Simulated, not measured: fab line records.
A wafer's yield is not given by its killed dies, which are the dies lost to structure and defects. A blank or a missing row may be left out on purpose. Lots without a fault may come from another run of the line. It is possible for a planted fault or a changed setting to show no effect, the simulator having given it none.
Chamber matching / flow n5-finfet / N5_BEOL_M9_CURE_72 on uv-cure-02 has 3 sister chambers
The step cures SiCOH lowk, time 120 s. 3 wafers are shown with their chamber, then 10 later ones without.

WAFERS PAIRED WITH THEIR CHAMBERS
wafer=L080.5 chamber=2 wafer_temp_C_max=371.7
wafer=L084.6 chamber=0 wafer_temp_C_max=371.0
wafer=L087.2 chamber=1 wafer_temp_C_max=371.4

WAFERS WITH NO CHAMBER GIVEN
wafer=L087.3 wafer_temp_C_max=371.9
wafer=L089.1 wafer_temp_C_max=371.8
wafer=L089.2 wafer_temp_C_max=371.6
wafer=L089.3 wafer_temp_C_max=371.5
wafer=L091.2 wafer_temp_C_max=371.3
wafer=L091.4 wafer_temp_C_max=371.4
wafer=L091.6 wafer_temp_C_max=371.3
wafer=L097.1 wafer_temp_C_max=370.9
wafer=L097.2 wafer_temp_C_max=371.3
wafer=L097.3 wafer_temp_C_max=371.6

CHAMBER TAKEN BY EACH
wafer=L087.3; from the rows above=2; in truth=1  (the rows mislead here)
wafer=L089.1; from the rows above=2; in truth=2
wafer=L089.2; from the rows above=can't be placed: 2 or 1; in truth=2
wafer=L089.3; from the rows above=can't be placed: 1 or 2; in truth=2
wafer=L091.2; from the rows above=can't be placed: 1 or 0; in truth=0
wafer=L091.4; from the rows above=1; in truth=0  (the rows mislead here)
wafer=L091.6; from the rows above=can't be placed: 1 or 0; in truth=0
wafer=L097.1; from the rows above=0; in truth=0
wafer=L097.2; from the rows above=can't be placed: 1 or 0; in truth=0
wafer=L097.3; from the rows above=can't be placed: 2 or 1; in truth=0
2 of 10 placed correctly. Unplaceable from these rows: 6, with the true chamber sitting among the candidates in 5. 2 placed wrongly.
How it was worked out, from the rows above alone: a wafer's distance from a chamber is the root of the sum, over the readings, of the square of ((its reading less the chamber's mean) divided by the reading's scatter). If the next closest chamber is less than 2 further off than the closest, the wafer can't be placed; otherwise it belongs to the closest. Each chamber's mean is taken over the wafers shown for it. The scatter (one wafer shown for each chamber): square how far every hidden wafer sits from the nearest shown wafer, average those squares and take the square root.
